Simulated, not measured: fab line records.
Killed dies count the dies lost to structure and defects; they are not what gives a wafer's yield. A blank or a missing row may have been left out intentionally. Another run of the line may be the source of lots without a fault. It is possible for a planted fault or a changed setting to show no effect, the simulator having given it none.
fab line records	flow n5Finfet
record: lots: 11	wafers: 32	lastDay: 17
route steps=1938 shown PAD_METAL@1894 PASSIVATION@1928
lots untouched by any fault: they come from a run of this same line in which no faults occurred
startH: the number of hours between the record's first day and the start of the first shown wafer of the lot	waitH: hours since the lot's step before	" as in the row above	L1.1+2: a row that stands for several wafers	- no value, or no start given	* or withheld: withheld	< > ~ a bound
route shown NAME@n: a module of which the file shows steps, and the number in the route of the first	usual: the fault-free wafers' mean and standard deviation	same: alike in all rows	chamber/n: place in a boat	sites: the reading at each site	_std_site: their standard deviation	_edge_site: inner sites' mean taken away from outer sites' mean	radiusMm: how far each site lies from the wafer's centre	mask NAME#n: copy n	behind: the most recent tool/chamber to have shaped the wafer	hold: the reason the lot was held/the length of the hold in hours/how it ended	device: transistor that didn't switch, given as n, p or np	end of line: at the end of the route, the tests of the same wafers	a step without rows: its recipe alone	killed: the dies lost at the first sort to structure and to defects; this is not the yield of the wafer	map: shows each die of a wafer: x if killed, . if not, _ if none is there
set.NAME: the setting as run; set.NAME@STEP: as run at that earlier step	model.NAME: the simulator's own value behind a step, which no gauge read
a sample of lots followed through the steps of the route, with each step as a table and each wafer as a row
services: when a tool's chamber went out of use (startH, in hours from the record's first day, below 0 if earlier), for how many hours, and the reason
== steps ==
step: N5_PASSIVATION_PRE_CLEAN_19
recipe: gas: H2/He	timeS: *	tempC: *
usual: heaterPowerW: 485/44
lot.wafer	tool	chamber	startH	waitH	heaterPowerW
L935.1	pvdSputter-01	-	272.06	0.0	393
L935.3	"	-	"	"	461
L935.6	"	-	"	"	469
L934.2	pvdSputter-02	-	277.14	0.0	519
L934.4	"	-	"	"	526
L934.5	"	-	"	"	488
L937.2	pvdSputter-01	-	277.15	0.0	468
L937.3	"	-	"	"	461
L937.6	"	-	"	"	471
L938.2	pvdSputter-02	-	282.23	0.0	485
L938.3	"	-	"	"	527
L938.5	"	-	"	"	529
L939.1	pvdSputter-03	-	289.02	0.0	504
L939.4	"	-	"	"	457
L939.6	"	-	"	"	506
L936.1	pvdSputter-02	-	294.46	0.0	516
L936.2	"	-	"	"	511
L936.3	"	-	"	"	464
L948.1	pvdSputter-01	-	336.91	0.0	536
L948.2	"	-	"	"	465
L948.6	"	-	"	"	404
L950.3	pvdSputter-03	-	361.99	0.0	468
L950.4	"	-	"	"	518
L950.6	"	-	"	"	475
L953.3	pvdSputter-02	-	371.00	0.0	481
L953.4	"	-	"	"	523
L952.1	pvdSputter-03	-	375.59	0.0	510
L952.2	"	-	"	"	462
L952.6	"	-	"	"	435
L954.1	pvdSputter-02	-	391.21	0.0	491
L954.5	"	-	"	"	476
L954.6	"	-	"	"	519
step: N5_PASSIVATION_SPUTTER_20
recipe: material: TaN	targetThkA: 500	tempC: 25	chamberPressurePa: 0.4
usual: throttleValvePct: 30.0/1.4
lot.wafer	tool	chamber	startH	waitH	throttleValvePct
L935.1	pvdSputter-01	-	272.10	0.0	28.3
L935.3	"	-	"	"	30.8
L935.6	"	-	"	"	30.7
L934.2	pvdSputter-02	-	277.18	0.0	30.1
L934.4	"	-	"	"	27.7
L934.5	"	-	"	"	32.1
L937.2	pvdSputter-01	-	277.19	0.0	30.6
L937.3	"	-	"	"	30.0
L937.6	"	-	"	"	30.6
L938.2	pvdSputter-02	-	282.27	0.0	32.0
L938.3	"	-	"	"	30.2
L938.5	"	-	"	"	27.8
L939.1	pvdSputter-03	-	289.06	0.0	31.8
L939.4	"	-	"	"	31.5
L939.6	"	-	"	"	32.2
L936.1	pvdSputter-02	-	294.50	0.0	27.7
L936.2	"	-	"	"	30.3
L936.3	"	-	"	"	32.1
L948.1	pvdSputter-01	-	336.95	0.0	28.3
L948.2	"	-	"	"	31.0
L948.6	"	-	"	"	28.3
L950.3	pvdSputter-03	-	362.03	0.0	31.6
L950.4	"	-	"	"	31.9
L950.6	"	-	"	"	31.6
L953.3	pvdSputter-02	-	371.04	0.0	32.0
L953.4	"	-	"	"	29.9
L952.1	pvdSputter-03	-	375.63	0.0	31.7
L952.2	"	-	"	"	31.6
L952.6	"	-	"	"	28.6
L954.1	pvdSputter-02	-	391.25	0.0	31.9
L954.5	"	-	"	"	32.2
L954.6	"	-	"	"	31.8
step: N5_PASSIVATION_DESCUM_46
recipe: chemistry: O2	timeS: 7.9	sourcePowerW: 50	biasPowerW: 20	pressureMtorr: 20	rfFrequencyHz: 2.712e+07	tempC: 40	o2FlowSccm: 225
usual: drypumpMotorCurrentA: 5.7/0.42	oesProductAu: 0.81/0.081	rfVppV: 243.2/1.3	showerheadPlenumPTorr: 2.10/0.068	throttleValvePct: 20.36/0.23
lot.wafer	tool	chamber	startH	waitH	drypumpMotorCurrentA	oesProductAu	rfHoursCounterH	rfVppV	showerheadPlenumPTorr	throttleValvePct
L935.1	rieDiel-05	3	274.62	0.0	5.6	0.69	229	242.2	2.06	20.55
L935.3	"	1	"	"	5.5	0.71	233	243.0	2.05	20.77
L935.6	"	0	"	"	5.6	0.77	-	244.2	2.20	20.19
L934.2	rieDiel-01	0	280.33	0.0	5.1	0.79	110	241.1	2.04	20.29
L934.4	"	2	"	"	5.8	0.98	6	242.5	2.05	20.47
L934.5	"	1	"	"	5.5	0.84	-	243.9	2.10	19.97
L937.2	rieDiel-03	1	280.38	0.0	6.7	0.85	63	240.9	2.05	20.46
L937.3	"	2	"	"	5.9	0.82	73	242.5	2.04	20.49
L937.6	"	3	"	"	5.6	0.79	-	244.6	2.18	20.44
L938.2	rieDiel-01	0	284.88	0.0	5.0	0.79	112	241.2	2.04	20.29
L938.3	"	3	"	"	5.2	0.82	91	242.0	2.04	20.60
L938.5	"	3	"	"	5.2	0.81	-	240.5	2.04	20.61
L939.1	rieDiel-05	2	291.59	0.0	6.1	0.95	7	245.1	2.12	20.11
L939.4	"	3	"	"	5.6	0.69	235	243.5	2.06	20.57
L939.6	"	1	"	"	5.5	0.71	-	242.9	2.04	20.77
L936.1	rieDiel-01	3	297.23	0.1	5.2	0.81	97	241.3	2.04	20.61
L936.2	"	1	"	"	5.6	0.84	79	242.7	2.10	19.98
L936.3	"	2	"	"	5.8	0.96	12	243.7	2.04	20.48
L948.1	rieDiel-03	0	339.68	0.0	5.5	0.91	38	244.6	2.23	19.98
L948.2	"	1	"	"	6.7	0.84	85	242.0	2.04	20.50
L948.6	"	2	"	"	5.9	0.81	-	240.5	2.03	20.53
L950.3	rieDiel-01	0	364.80	0.2	5.1	0.78	128	242.1	2.03	20.31
L950.4	"	2	"	"	5.8	0.90	39	242.7	2.03	20.54
L950.6	"	3	"	"	5.2	0.78	-	242.6	2.03	20.66
L953.3	rieDiel-05	0	374.41	0.7	5.6	0.74	144	245.3	2.19	20.23
L953.4	"	2	"	"	6.2	0.86	-	244.7	2.11	20.18
L952.1	rieDiel-03	0	379.32	0.3	5.5	0.88	50	244.7	2.22	20.00
L952.2	"	3	"	"	5.6	0.76	171	244.1	2.17	20.48
L952.6	"	0	"	"	5.5	0.88	-	245.1	2.22	19.99
L954.1	rieDiel-03	2	394.16	0.0	5.9	0.79	114	243.4	2.03	20.56
L954.5	"	3	"	"	5.6	0.76	-	244.0	2.16	20.50
L954.6	"	0	"	"	5.5	0.88	-	244.3	2.22	19.99
step: N5_PASSIVATION_PROBE_49
usual: defectLimitedYield: 91.5/1.4	killed_at_M0_to_M3: 32/9.7	killed_at_M4_up: 14/5.3	killedAtContacts: 11/6	killedAtFrontEnd: 39/14	killedAtOther: 3.3/2.7	killedDies: 100/17	killedOpen: 66/13	killedShort: 32/7.4	sort_bin_4_leakage: 0.02/0.16	sort_bin_5_function: 4.9/0.9	sort_bin_6_memory: 3.2/0.72	sort_bin_8_speed: 0.00/0.0071	sortNPass: 1080/17	sortYieldPct: 91.5/1.4
same: grossDies: 1180	killedAtBackSide: 0
lot.wafer	tool	chamber	startH	waitH	defectLimitedYield[%]	killed_at_M0_to_M3	killed_at_M4_up	killedAtContacts	killedAtFrontEnd	killedAtOther	killedDies	killedOpen	killedShort	sort_bin_4_leakage[%]	sort_bin_5_function[%]	sort_bin_6_memory[%]	sort_bin_8_speed[%]	sortNPass	sortYieldPct[%]
L935.1	prober-02	-	277.72	0.0	93.1	31	14	4	30	2	81	54	26	0	4.2	2.6	0	1099	93.1
L935.3	prober-02	-	277.82	0.1	91.3	52	5	17	26	3	103	67	36	0	5.7	2.5	0	1077	91.3
L935.6	prober-02	-	277.97	0.3	93.2	29	13	9	27	2	80	56	24	0	3.9	2.5	0	1100	93.2
L934.2	prober-02	-	283.46	0.1	92.0	34	18	9	28	5	94	63	31	0	5.2	2.6	0	1086	92.0
L934.4	prober-02	-	283.56	0.2	94.3	30	10	7	13	7	67	42	25	0	3.2	2.1	0	1113	94.3
L934.5	prober-02	-	283.61	0.2	91.9	45	13	2	31	4	95	59	36	0	4.3	3.4	0	1085	91.9
L937.2	prober-02	-	283.76	0.4	92.5	28	12	13	25	11	89	62	25	0	4.7	2.7	0	1091	92.5
L937.3	prober-02	-	283.81	0.4	93.1	29	14	3	32	4	82	45	37	0	4.3	2.3	0	1098	93.1
L937.6	prober-02	-	283.96	0.6	91.9	25	17	6	36	11	95	57	33	0	5.1	2.3	0	1085	91.9
L938.2	prober-02	-	288.02	0.1	89.7	43	15	11	50	2	121	77	42	0	6.8	3.1	0	1059	89.7
L938.3	prober-02	-	288.07	0.1	90.6	44	14	7	42	4	111	68	40	0	5.6	3.3	0	1069	90.6
L938.5	prober-02	-	288.17	0.2	90.9	33	10	7	56	1	107	70	36	0	4.7	4.0	0	1073	90.9
L939.1	prober-02	-	294.63	0.0	89.0	34	12	27	52	5	130	89	41	0	6.6	4.3	0	1050	89.0
L939.4	prober-02	-	294.78	0.2	92.2	35	9	5	38	5	92	54	38	0	5.1	2.6	0	1088	92.2
L939.6	prober-02	-	294.88	0.3	90.8	39	15	9	44	2	109	69	40	0	5.3	3.7	0	1071	90.8
L936.1	prober-02	-	300.28	0.0	90.6	33	15	21	34	8	111	71	40	0	5.0	4.2	0	1069	90.6
L936.2	prober-02	-	300.33	0.1	91.3	28	19	18	38	0	103	65	36	0	4.7	3.6	0.08	1077	91.3
L936.3	prober-02	-	300.38	0.1	91.4	42	12	11	31	6	102	79	23	0	4.6	3.8	0	1078	91.4
L948.1	prober-01	-	342.74	0.0	92.2	18	17	12	42	3	92	65	27	0	4.7	2.9	0	1088	92.2
L948.2	prober-01	-	342.79	0.1	84.4	27	16	7	33	101	184	54	29	0	10.3	4.2	0	996	84.4
L948.6	prober-01	-	342.99	0.3	90.3	35	25	19	35	0	114	87	27	0	6.0	3.3	0	1066	90.3
L950.3	prober-02	-	367.95	0.1	93.9	28	8	4	31	1	72	44	27	0	3.3	2.2	0	1108	93.9
L950.4	prober-02	-	368.00	0.2	92.7	27	9	7	41	2	86	49	29	0	4.1	2.1	0	1094	92.7
L950.6	prober-02	-	368.10	0.3	93.1	28	7	20	26	0	81	59	22	0	3.7	3.1	0	1099	93.1
L953.3	prober-02	-	377.55	0.1	90.8	26	7	30	46	0	109	79	29	0	5.8	3.0	0	1071	90.8
L953.4	prober-02	-	377.60	0.2	89.5	24	10	21	67	2	124	80	42	0	5.9	4.1	0	1056	89.5
L952.1	prober-01	-	382.38	0.0	90.4	29	16	17	49	2	113	82	30	0	5.7	3.8	0	1067	90.4
L952.2	prober-01	-	382.43	0.1	88.7	25	11	14	82	1	133	83	50	0	6.7	4.4	0	1047	88.7
L952.6	prober-01	-	382.63	0.3	90.5	47	13	12	36	4	112	82	28	0.08	5.1	4.1	0	1067	90.4
L954.1	prober-01	-	397.26	0.0	90.2	35	16	9	50	6	116	83	31	0	5.2	4.6	0	1064	90.2
L954.5	prober-01	-	397.46	0.2	91.4	21	15	10	49	6	101	71	28	0	5.3	3.1	0	1079	91.4
L954.6	prober-01	-	397.51	0.3	92.3	25	13	3	43	7	91	58	32	1.27	4.3	3.2	0	1074	91.0
killed by level:class
L935.1 FIN_SAQP:geometricParticle:open=12 BEOL_M2:geometricParticle:open=11 BEOL_M1:geometricParticle:open=5 MOL_CONTACT_COAG:geometricParticle:open=4 BEOL_M0_SAQP:geometricParticle:open=4 BEOL_M0_SAQP:geometricParticle:short=4 BEOL_M5:geometricParticle:short=4 BEOL_M8:geometricParticle:open=4
L935.3 MOL_CONTACT_COAG:geometricParticle:open=14 BEOL_M0_SAQP:geometricParticle:short=11 BEOL_M0_SAQP:geometricParticle:open=11 BEOL_M2:geometricParticle:open=11 FIN_SAQP:geometricParticle:open=9 FIN_SAQP:geometricParticle:short=7 BEOL_M1:geometricParticle:open=7 BEOL_M2:geometricParticle:short=5
L935.6 MOL_CONTACT_COAG:geometricParticle:open=9 BEOL_M0_SAQP:geometricParticle:short=9 FIN_SAQP:geometricParticle:open=7 BEOL_M2:geometricParticle:open=7 BEOL_M0_SAQP:geometricParticle:open=5 BEOL_M8:geometricParticle:open=5 STARTING-WAFER:geometricParticle:open=5 BEOL_M1:geometricParticle:open=4
L934.2 BEOL_M2:geometricParticle:open=13 MOL_CONTACT_COAG:geometricParticle:open=9 FIN_SAQP:geometricParticle:short=8 BEOL_M4:geometricParticle:open=8 BEOL_M1:geometricParticle:open=7 FIN_SAQP:geometricParticle:open=6 GATE_CUT:geometricParticle:short=5 BEOL_M0_SAQP:geometricParticle:short=5
L934.4 BEOL_M3:geometricParticle:open=8 MOL_CONTACT_COAG:geometricParticle:open=6 BEOL_M0_SAQP:geometricParticle:open=6 BEOL_M0_SAQP:geometricParticle:short=5 FIN_SAQP:geometricParticle:short=4 BEOL_M2:geometricParticle:open=4 BEOL_M3:geometricParticle:short=4 MIM_TOP_ETCH:geometricParticle:open=3
L934.5 BEOL_M3:geometricParticle:open=11 FIN_SAQP:geometricParticle:short=10 BEOL_M0_SAQP:geometricParticle:open=9 BEOL_M0_SAQP:geometricParticle:short=9 BEOL_M2:geometricParticle:open=9 FIN_SAQP:geometricParticle:open=6 GATE_CUT:geometricParticle:short=4 BEOL_M1:geometricParticle:open=4
L937.2 MOL_CONTACT_COAG:geometricParticle:open=12 BEOL_M0:geometricParticle:open=7 BEOL_M1:geometricParticle:open=7 FIN_SAQP:geometricParticle:open=5 BEOL_M0_SAQP:geometricParticle:open=4 BEOL_M4:geometricParticle:open=4 PAD_METAL:geometricParticle:short=3 STI_FIN_REVEAL:geometricParticle:open=3
L937.3 FIN_SAQP:geometricParticle:short=9 BEOL_M0_SAQP:geometricParticle:short=8 BEOL_M3:geometricParticle:open=7 BEOL_M3:geometricParticle:short=5 FIN_SAQP:geometricParticle:open=4 BEOL_M7:geometricParticle:open=4 ILD0:geometricParticle:open=3 MOL_CONTACT_COAG:geometricParticle:open=3
L937.6 STI_FIN_REVEAL:geometricParticle:open=6 BEOL_M2:geometricParticle:open=6 STARTING-WAFER:geometricParticle:short=6 FIN_SAQP:geometricParticle:open=5 FIN_SAQP:geometricParticle:short=5 HKMG_FIN:areaEtch=5 MOL_CONTACT_COAG:geometricParticle:open=4 BEOL_M1:geometricParticle:open=4
L938.2 FIN_SAQP:geometricParticle:short=16 BEOL_M0_SAQP:geometricParticle:open=12 DUMMY_GATE:geometricParticle:open=8 MOL_CONTACT_COAG:geometricParticle:open=8 STI_FIN_REVEAL:geometricParticle:open=7 BEOL_M0_SAQP:geometricParticle:short=7 BEOL_M1:geometricParticle:open=7 FIN_SAQP:geometricParticle:open=6
L938.3 BEOL_M0_SAQP:geometricParticle:open=11 FIN_SAQP:geometricParticle:short=9 BEOL_M0_SAQP:geometricParticle:short=8 BEOL_M4:geometricParticle:open=7 GATE_CUT:geometricParticle:short=7 FIN_SAQP:geometricParticle:open=6 BEOL_M2:geometricParticle:open=6 BEOL_M3:geometricParticle:short=6
L938.5 STI_FIN_REVEAL:geometricParticle:open=23 BEOL_M0_SAQP:geometricParticle:open=10 FIN_SAQP:geometricParticle:short=8 BEOL_M0_SAQP:geometricParticle:short=6 GATE_CUT:geometricParticle:short=5 MOL_CONTACT_COAG:geometricParticle:open=5 BEOL_M3:geometricParticle:open=5 DUMMY_GATE:geometricParticle:open=4
L939.1 MOL_CONTACT_COAG:geometricParticle:open=25 FIN_SAQP:geometricParticle:short=15 FIN_SAQP:geometricParticle:open=15 BEOL_M2:geometricParticle:open=9 BEOL_M3:geometricParticle:open=8 BEOL_M0_SAQP:geometricParticle:open=8 BEOL_M4:geometricParticle:open=7 STI_FIN_REVEAL:geometricParticle:open=6
L939.4 STI_FIN_REVEAL:geometricParticle:open=12 BEOL_M0_SAQP:geometricParticle:open=10 FIN_SAQP:geometricParticle:short=9 BEOL_M2:geometricParticle:open=9 BEOL_M0_SAQP:geometricParticle:short=8 GATE_CUT:geometricParticle:short=7 MOL_CONTACT_COAG:geometricParticle:open=4 BEOL_M2:geometricParticle:short=4
L939.6 FIN_SAQP:geometricParticle:short=12 BEOL_M2:geometricParticle:open=12 BEOL_M0_SAQP:geometricParticle:short=10 STI_FIN_REVEAL:geometricParticle:open=9 MOL_CONTACT_COAG:geometricParticle:open=8 BEOL_M0_SAQP:geometricParticle:open=8 BEOL_M4:geometricParticle:open=7 BEOL_M1:geometricParticle:open=5
L936.1 MOL_CONTACT_COAG:geometricParticle:open=13 STI_FIN_REVEAL:geometricParticle:open=11 BEOL_M4:geometricParticle:open=9 BEOL_M1:geometricParticle:short=8 MOL_CONTACT_COAG:geometricParticle:short=8 BEOL_M1:geometricParticle:open=7 FIN_SAQP:geometricParticle:short=5 BEOL_M0_SAQP:geometricParticle:short=5
L936.2 MOL_CONTACT_COAG:geometricParticle:open=14 ILD0:geometricParticle:open=8 FIN_SAQP:geometricParticle:open=7 BEOL_M1:geometricParticle:open=7 BEOL_M4:geometricParticle:open=7 FIN_SAQP:geometricParticle:short=6 BEOL_M3:geometricParticle:open=6 BEOL_M4:geometricParticle:short=6
L936.3 BEOL_M0_SAQP:geometricParticle:open=15 MOL_CONTACT_COAG:geometricParticle:open=11 STI_FIN_REVEAL:geometricParticle:open=8 BEOL_M1:geometricParticle:open=8 BEOL_M0_SAQP:geometricParticle:short=7 BEOL_M4:geometricParticle:open=7 DUMMY_GATE:geometricParticle:open=6 BEOL_M2:geometricParticle:open=4
L948.1 STI_FIN_REVEAL:geometricParticle:open=16 MOL_CONTACT_COAG:geometricParticle:open=11 BEOL_M4:geometricParticle:open=11 BEOL_M3:geometricParticle:open=8 FIN_SAQP:geometricParticle:open=6 STARTING-WAFER:geometricParticle:short=6 GATE_CUT:geometricParticle:short=4 BEOL_M4:geometricParticle:short=3
L948.2 PAD_METAL:unspecified=100 FIN_SAQP:geometricParticle:short=9 FIN_SAQP:geometricParticle:open=8 BEOL_M2:geometricParticle:open=8 DUMMY_GATE:geometricParticle:open=7 MOL_CONTACT_COAG:geometricParticle:open=5 BEOL_M0_SAQP:geometricParticle:open=4 BEOL_M0_SAQP:geometricParticle:short=4
L948.6 MOL_CONTACT_COAG:geometricParticle:open=17 STI_FIN_REVEAL:geometricParticle:open=14 BEOL_M4:geometricParticle:open=13 BEOL_M2:geometricParticle:open=8 BEOL_M8:geometricParticle:open=7 BEOL_M0_SAQP:geometricParticle:short=6 BEOL_M0_SAQP:geometricParticle:open=6 GATE_CUT:geometricParticle:open=5
L950.3 GATE_CUT:geometricParticle:short=6 BEOL_M3:geometricParticle:open=6 GATE_CUT:geometricParticle:open=5 STI_FIN_REVEAL:geometricParticle:open=5 BEOL_M0_SAQP:geometricParticle:short=5 FIN_SAQP:geometricParticle:short=4 FIN_SAQP:geometricParticle:open=3 BEOL_M0_SAQP:geometricParticle:open=3
L950.4 FIN_SAQP:geometricParticle:open=8 FIN_SAQP:geometricParticle:short=8 BEOL_M0_SAQP:geometricParticle:open=8 HKMG_FIN:areaEtch=8 GATE_CUT:geometricParticle:short=6 STARTING-WAFER:geometricParticle:open=5 MOL_CONTACT_COAG:geometricParticle:open=5 BEOL_M3:geometricParticle:open=4
L950.6 MOL_CONTACT_COAG:geometricParticle:open=18 BEOL_M2:geometricParticle:open=7 FIN_SAQP:geometricParticle:short=6 STI_FIN_REVEAL:geometricParticle:open=5 BEOL_M0_SAQP:geometricParticle:short=5 FIN_SAQP:geometricParticle:open=4 BEOL_M0:geometricParticle:open=4 BEOL_M1:geometricParticle:open=3
L953.3 MOL_CONTACT_COAG:geometricParticle:open=28 FIN_SAQP:geometricParticle:open=10 FIN_SAQP:geometricParticle:short=9 BEOL_M0_SAQP:geometricParticle:open=8 STI_FIN_REVEAL:geometricParticle:open=7 BEOL_M1:geometricParticle:short=7 STARTING-WAFER:geometricParticle:open=7 BEOL_M0_SAQP:geometricParticle:short=4
L953.4 STI_FIN_REVEAL:geometricParticle:open=18 MOL_CONTACT_COAG:geometricParticle:open=16 FIN_SAQP:geometricParticle:open=15 FIN_SAQP:geometricParticle:short=12 MOL_CONTACT_COAG:geometricParticle:short=5 BEOL_M1:geometricParticle:short=5 BEOL_M2:geometricParticle:open=5 DUMMY_GATE:geometricParticle:open=4
L952.1 STI_FIN_REVEAL:geometricParticle:open=14 MOL_CONTACT_COAG:geometricParticle:open=13 BEOL_M3:geometricParticle:open=12 FIN_SAQP:geometricParticle:open=10 STI_FIN_REVEAL:geometricParticle:short=6 BEOL_M0_SAQP:geometricParticle:open=6 MOL_CONTACT_COAG:geometricParticle:short=4 FIN_SAQP:geometricParticle:short=3
L952.2 STI_FIN_REVEAL:geometricParticle:open=24 FIN_SAQP:geometricParticle:open=16 FIN_SAQP:geometricParticle:short=16 MOL_CONTACT_COAG:geometricParticle:open=10 BEOL_M3:geometricParticle:open=7 STI_FIN_REVEAL:geometricParticle:short=6 ILD0:geometricParticle:short=6 BEOL_M0_SAQP:geometricParticle:short=5
L952.6 BEOL_M0_SAQP:geometricParticle:open=20 MOL_CONTACT_COAG:geometricParticle:open=11 BEOL_M0_SAQP:geometricParticle:short=11 STI_FIN_REVEAL:geometricParticle:open=9 FIN_SAQP:geometricParticle:open=8 FIN_SAQP:geometricParticle:short=7 BEOL_M3:geometricParticle:open=6 BEOL_M1:geometricParticle:open=4
L954.1 FIN_SAQP:geometricParticle:open=11 BEOL_M2:geometricParticle:open=11 BEOL_M4:geometricParticle:open=10 MOL_CONTACT_COAG:geometricParticle:open=8 STI_FIN_REVEAL:geometricParticle:open=7 BEOL_M0_SAQP:geometricParticle:open=6 GATE_CUT:geometricParticle:short=6 BEOL_M3:geometricParticle:open=6
L954.5 FIN_SAQP:geometricParticle:open=15 MOL_CONTACT_COAG:geometricParticle:open=9 STI_FIN_REVEAL:geometricParticle:open=7 FIN_SAQP:geometricParticle:short=6 DUMMY_GATE:geometricParticle:open=6 BEOL_M0_SAQP:geometricParticle:short=6 BEOL_M0_SAQP:geometricParticle:open=6 BEOL_M4:geometricParticle:open=6
L954.6 FIN_SAQP:geometricParticle:open=10 DUMMY_GATE:geometricParticle:open=7 BEOL_M3:geometricParticle:open=7 BEOL_M4:geometricParticle:open=6 STARTING-WAFER:geometricParticle:open=6 ILD0:geometricParticle:short=4 BEOL_M1:geometricParticle:short=4 FIN_SAQP:geometricParticle:short=3
== services ==
tool	chamber	startH	hours	kind
rieDiel-05	2	253.64	-	clean
rieDiel-05	2	253.64	-	consumableReplace:focusRing
rieDiel-05	2	253.64	17.4	scheduledDown
rieDiel-05	2	253.64	17.4	ventCycle
rieDiel-03	0	277.30	4.8	repair
rieDiel-01	0	293.25	34.3	repair
rieDiel-05	2	294.72	3.8	repair
rieDiel-05	0	303.23	6.3	repair
rieDiel-03	3	353.62	2.7	repair
pvdSputter-03	-	355.18	4.5	repair
rieDiel-03	-	370.92	5.5	repair
rieDiel-01	-	391.33	0.1	repair
== key ==
firstSign: step: N5_PASSIVATION_PROBE_49	reading: killedAtOther	direction: up	sigmas: 36	usual: 3.3	struck: 101
effect: step: N5_PASSIVATION_PROBE_49	reading: killedDies	direction: up	sigmas: 4.9	usual: 100	struck: 184
moreKillsBornAt: N5_PASSIVATION_PRE_CLEAN_19@pvdSputter-01: 100
metAt N5_PASSIVATION_PRE_CLEAN_19
struckLots L948
struckWafers L948.2
notActingAt N5_PASSIVATION_SPUTTER_20,N5_PASSIVATION_DESCUM_46
onsetBetween 277.15 336.91
fault: kind: chamberParticleSource	tool: pvdSputter-01	chamber: -	onsetH: 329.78	steps: N5_PASSIVATION_PRE_CLEAN_19	ratePerVisitCm2: 0.44519	endH: 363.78	scope: struckWafersOnly
